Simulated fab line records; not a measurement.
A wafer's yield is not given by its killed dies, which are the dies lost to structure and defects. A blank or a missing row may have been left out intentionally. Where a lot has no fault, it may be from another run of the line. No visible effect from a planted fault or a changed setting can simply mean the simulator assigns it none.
2 desks, one fault ; flow n5_finfet ; each desk has only its own numbers; what lay behind them comes last

## FROM THE METROLOGY DESK
Lot by lot, what the gauges showed, no matter which tool ran the lot: averages of those sampled wafers that carry a number. The brackets show how far a lot's mean lies from the usual mean; more than 4 standard deviations puts the lot out of limits, marked OUT.
Columns: A = M7_OVL at N5_BEOL_M7_OVL_MEAS_12, usual 0.2 nm
lot;first seen here;A
L801;day 10 17:23;0.2
L804;day 11 16:29;0.4
L805;day 12 01:49;1.2
L811;day 13 02:22;1.1
L812;day 13 22:10;1.0
L814;day 13 23:54;-0.5
L815;day 14 02:04;0.3
L819;day 15 11:51;1.0
L820;day 15 12:00;0.0
L822;day 17 03:05;-0.4
L824;day 17 08:28;-0.8
L821;day 17 08:31;-0.1
This desk's finding: nothing out of limits on any of the 12 lots.

## AT THE TOOL OWNER'S DESK: litho_track-04
The tool's own readings at N5_BEOL_M7_COAT_59 (time 60 s, resist thk 100 nm): means of the sampled wafers that have a number, for each lot that ran on this tool. The brackets show how far a lot's mean lies from the usual mean; more than 4 standard deviations puts the lot out of limits, marked OUT.
Columns: A = chill_plate_temp_C at N5_BEOL_M7_COAT_59, usual 23.02 C; B = spin_speed_rpm at N5_BEOL_M7_COAT_59, usual 1500.1 rpm
lot;first seen here;A;B
L801;day 10 17:06;22.77;1500.4
L805;day 12 01:24;23.04;1498.5
L811;day 13 01:57;22.88;1600.8 (+99 or more) OUT
L812;day 13 21:53;23.06;1602.4 (+99 or more) OUT
Finding of this desk: L811, L812 out of limits; the first was L811 at day 13 01:57, on spin_speed_rpm at N5_BEOL_M7_COAT_59. In limits: L801, L805.

## PUT TOGETHER
An alarm could have come from the tool owner's desk at day 13 01:57, on L811, L812.
The metrology desk saw nothing out of limits.
The metrology desk holds a record of L811, L812, inside its limits.
All the named lots went through N5_BEOL_M7_COAT_59 on litho_track-04.

## WHAT HAD BEEN PUT IN BY THE SIMULATOR
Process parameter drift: litho_track-04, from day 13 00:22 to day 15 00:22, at N5_BEOL_M7_COAT_59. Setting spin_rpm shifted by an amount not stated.
Shown lots that were struck: L811, L812.
Each desk's first reading out of limits, in hours after the fault started: the tool owner's desk, 2.
